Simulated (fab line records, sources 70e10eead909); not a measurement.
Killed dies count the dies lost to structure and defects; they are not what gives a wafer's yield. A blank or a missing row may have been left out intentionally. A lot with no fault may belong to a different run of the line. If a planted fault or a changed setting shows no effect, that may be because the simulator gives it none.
Matching of chambers :: flow nand-harc :: 4 sister chambers for NHARC_P_GATE_ALD_36 on ald-sin-01
The step deposits SiNx, target thk 20 nm, pulse time 60 s, ald cycles 223. 4 wafers are shown with their chamber, then 8 later ones without.

## EACH WAFER AND ITS CHAMBER
wafer: L087.4
chamber: 3
heater-power-w (W): 980

wafer: L087.5
chamber: 0
heater-power-w (W): 829

wafer: L087.6
chamber: 1
heater-power-w (W): 910

wafer: L090.3
chamber: 2
heater-power-w (W): 1003

## WAFERS MISSING THEIR CHAMBER
wafer: L090.1
heater-power-w (W): 850

wafer: L090.5
heater-power-w (W): 986

wafer: L093.1
heater-power-w (W): 881

wafer: L093.5
heater-power-w (W): 847

wafer: L093.6
heater-power-w (W): 893

wafer: L096.1
heater-power-w (W): 974

wafer: L096.3
heater-power-w (W): 896

wafer: L096.6
heater-power-w (W): 1014

## CHAMBER TAKEN BY EACH
wafer: L090.1
from the rows above: 0
in truth: 0

wafer: L090.5
from the rows above: can't be placed: 3 or 2
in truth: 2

wafer: L093.1
from the rows above: can't be placed: 1 or 0
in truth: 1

wafer: L093.5
from the rows above: 0
in truth: 0

wafer: L093.6
from the rows above: 1
in truth: 1

wafer: L096.1
from the rows above: can't be placed: 3 or 2
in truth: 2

wafer: L096.3
from the rows above: 1
in truth: 1

wafer: L096.6
from the rows above: can't be placed: 2 or 3
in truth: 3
Correct placement for 4 of the 8. These rows do not allow placing 4 (true chamber among the candidates in 4). Wrongly placed: 0.
How it was worked out, from the rows above alone: a wafer's distance from a chamber is the root of the sum, over the readings, of the square of ((its reading less the chamber's mean) divided by the reading's scatter). The wafer belongs to the nearest chamber; if the next one is less than 2 further off, it can't be placed. Each chamber's mean is taken over the wafers shown for it. The scatter: with one shown wafer a chamber, the root of the mean of the squares of how far each hidden wafer lies from its nearest shown one.
